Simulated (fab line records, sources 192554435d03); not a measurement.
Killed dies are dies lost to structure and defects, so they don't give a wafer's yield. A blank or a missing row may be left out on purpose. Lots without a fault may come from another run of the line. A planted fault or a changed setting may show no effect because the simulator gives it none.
Chamber matching | flow n5_finfet | N5_GATE_CUT_STRIP_41 on rie_diel-03: 4 sister chambers
The step strips in CF4. 4 wafers are shown with their chamber, then 12 later ones without.

WAFERS WITH THEIR CHAMBER
wafer  | chamber | drypump_motor_current_A (A)
L083.5 | 0       | 5.9
L083.6 | 3       | 5.4
L090.1 | 2       | 5.0
L090.6 | 1       | 6.1

WAFERS WITHOUT THEIR CHAMBER
wafer  | drypump_motor_current_A (A)
L091.1 | 5.4
L091.3 | 6.1
L091.4 | 5.4
L092.2 | 5.4
L092.4 | 5.1
L092.6 | 6.1
L094.2 | 5.9
L094.3 | 6.1
L094.5 | 6.1
L097.2 | 5.0
L097.3 | 5.4
L097.6 | 6.1

WHICH CHAMBER EACH WENT THROUGH
wafer  | from the rows above | in truth
L091.1 | 3                   | 3
L091.3 | 1                   | 1
L091.4 | 3                   | 3
L092.2 | 3                   | 3
L092.4 | 2                   | 2
L092.6 | 1                   | 1
L094.2 | 0                   | 0
L094.3 | 1                   | 1
L094.5 | 1                   | 1
L097.2 | 2                   | 2
L097.3 | 3                   | 3
L097.6 | 1                   | 1
Placed correctly: 12 of 12. Can't be placed from these rows: 0. Placed wrongly: 0.
How it was worked out, from the rows above alone: a wafer's distance from a chamber is the root of the sum, over the readings, of the square of ((its reading less the chamber's mean) divided by the reading's scatter). The wafer belongs to the nearest chamber; if the next one is less than 2 further off, it can't be placed. A chamber's mean is the mean of its shown wafers. The scatter: with one shown wafer a chamber, the root of the mean of the squares of how far each hidden wafer lies from its nearest shown one.
